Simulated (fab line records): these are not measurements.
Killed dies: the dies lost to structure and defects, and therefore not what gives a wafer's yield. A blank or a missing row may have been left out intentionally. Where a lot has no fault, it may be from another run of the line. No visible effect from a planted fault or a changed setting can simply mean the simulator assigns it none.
Chamber matching :: flow nand_harc :: NHARC_A_SGD_CUT_CMP_21 on cmp-03 has 4 sister chambers
The step polishes, target thk 148.19 nm. 16 wafers are shown with their chamber, then 8 later ones without.

## WAFERS PAIRED WITH THEIR CHAMBERS
wafer: L075.2
chamber: 1
motor_current_A (A): 12.3
retaining_ring_pressure_frac: 0.997
time_to_endpoint_s (s): 50.9

wafer: L075.3
chamber: 3
motor_current_A (A): 11.9
retaining_ring_pressure_frac: 1.004
time_to_endpoint_s (s): 52.8

wafer: L075.6
chamber: 2
motor_current_A (A): 12.0
retaining_ring_pressure_frac: 0.995
time_to_endpoint_s (s): 53.4

wafer: L077.3
chamber: 2
motor_current_A (A): 12.4
retaining_ring_pressure_frac: 0.997
time_to_endpoint_s (s): 49.7

wafer: L077.4
chamber: 1
motor_current_A (A): 12.5
retaining_ring_pressure_frac: 1.003
time_to_endpoint_s (s): 48.5

wafer: L077.5
chamber: 3
motor_current_A (A): 12.2
retaining_ring_pressure_frac: 1.001
time_to_endpoint_s (s): 50.9

wafer: L080.1
chamber: 3
motor_current_A (A): 12.0
retaining_ring_pressure_frac: 1.004
time_to_endpoint_s (s): 52.0

wafer: L080.2
chamber: 0
motor_current_A (A): 11.2
retaining_ring_pressure_frac: 1.001
time_to_endpoint_s (s): 53.9

wafer: L080.6
chamber: 1
motor_current_A (A): 12.1
retaining_ring_pressure_frac: 1.008
time_to_endpoint_s (s): 52.7

wafer: L083.3
chamber: 1
motor_current_A (A): 12.5
retaining_ring_pressure_frac: 0.998
time_to_endpoint_s (s): 47.6

wafer: L083.4
chamber: 3
motor_current_A (A): 12.7
retaining_ring_pressure_frac: 1.002
time_to_endpoint_s (s): 50.9

wafer: L083.6
chamber: 2
motor_current_A (A): 12.2
retaining_ring_pressure_frac: 0.999
time_to_endpoint_s (s): 48.3

wafer: L085.1
chamber: 0
motor_current_A (A): 10.5
retaining_ring_pressure_frac: 1.001
time_to_endpoint_s (s): 48.2

wafer: L085.3
chamber: 1
motor_current_A (A): 11.5
retaining_ring_pressure_frac: 1.009
time_to_endpoint_s (s): 46.5

wafer: L085.4
chamber: 2
motor_current_A (A): 12.6
retaining_ring_pressure_frac: 0.990
time_to_endpoint_s (s): 52.2

wafer: L090.1
chamber: 1
motor_current_A (A): 12.4
retaining_ring_pressure_frac: 1.000
time_to_endpoint_s (s): 50.1

SIGNATURES, as means of the wafers listed above
reading: motor_current_A
chamber 0: 10.850
chamber 1: 12.217
chamber 2: 12.300
chamber 3: 12.200
scatter within a chamber: 0.36

reading: retaining_ring_pressure_frac
chamber 0: 1.00100
chamber 1: 1.00250
chamber 2: 0.99525
chamber 3: 1.00275
scatter within a chamber: 0.00388

reading: time_to_endpoint_s
chamber 0: 51.050
chamber 1: 49.383
chamber 2: 50.900
chamber 3: 51.650
scatter within a chamber: 2.26
Rule: a wafer lies at a distance from a chamber equal to the root of the sum of squares, over the readings, of (its reading less the chamber's mean, divided by the reading's scatter). If the next closest chamber is less than 2 further off than the closest, the wafer can't be placed; otherwise it belongs to the closest. The scatter: the root of (the sum of the squares of (reading less its chamber's mean) over the shown wafers, divided by (wafers less chambers)).

## WAFERS WITHOUT THEIR CHAMBER
wafer: L090.2
motor_current_A (A): 11.6
retaining_ring_pressure_frac: 1.004
time_to_endpoint_s (s): 50.2

wafer: L090.4
motor_current_A (A): 12.4
retaining_ring_pressure_frac: 0.994
time_to_endpoint_s (s): 49.5

wafer: L094.1
motor_current_A (A): 12.9
retaining_ring_pressure_frac: 1.002
time_to_endpoint_s (s): 49.9

wafer: L094.3
motor_current_A (A): 12.7
retaining_ring_pressure_frac: 0.994
time_to_endpoint_s (s): 45.3

wafer: L094.5
motor_current_A (A): 11.8
retaining_ring_pressure_frac: 0.994
time_to_endpoint_s (s): 48.2

wafer: L095.2
motor_current_A (A): 12.6
retaining_ring_pressure_frac: 1.008
time_to_endpoint_s (s): 50.7

wafer: L095.4
motor_current_A (A): 13.0
retaining_ring_pressure_frac: 0.996
time_to_endpoint_s (s): 53.2

wafer: L095.5
motor_current_A (A): 12.1
retaining_ring_pressure_frac: 0.998
time_to_endpoint_s (s): 50.9

## WHICH CHAMBER EACH ONE RAN IN
wafer: L090.2
from the rows above: can't be placed: 1 or 3 or 0 or 2
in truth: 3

wafer: L090.4
from the rows above: can't be placed: 2 or 1 or 3
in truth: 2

wafer: L094.1
from the rows above: can't be placed: 1 or 3 or 2
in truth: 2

wafer: L094.3
from the rows above: can't be placed: 2 or 1 or 3
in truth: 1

wafer: L094.5
from the rows above: can't be placed: 2 or 1 or 3 or 0
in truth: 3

wafer: L095.2
from the rows above: can't be placed: 3 or 1 or 2
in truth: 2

wafer: L095.4
from the rows above: can't be placed: 2 or 3 or 1
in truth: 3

wafer: L095.5
from the rows above: can't be placed: 2 or 3 or 1
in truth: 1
Placed correctly: 0 of 8. Not placeable from these rows: 8 (in 8, the candidates include the true chamber). 0 placed wrongly.
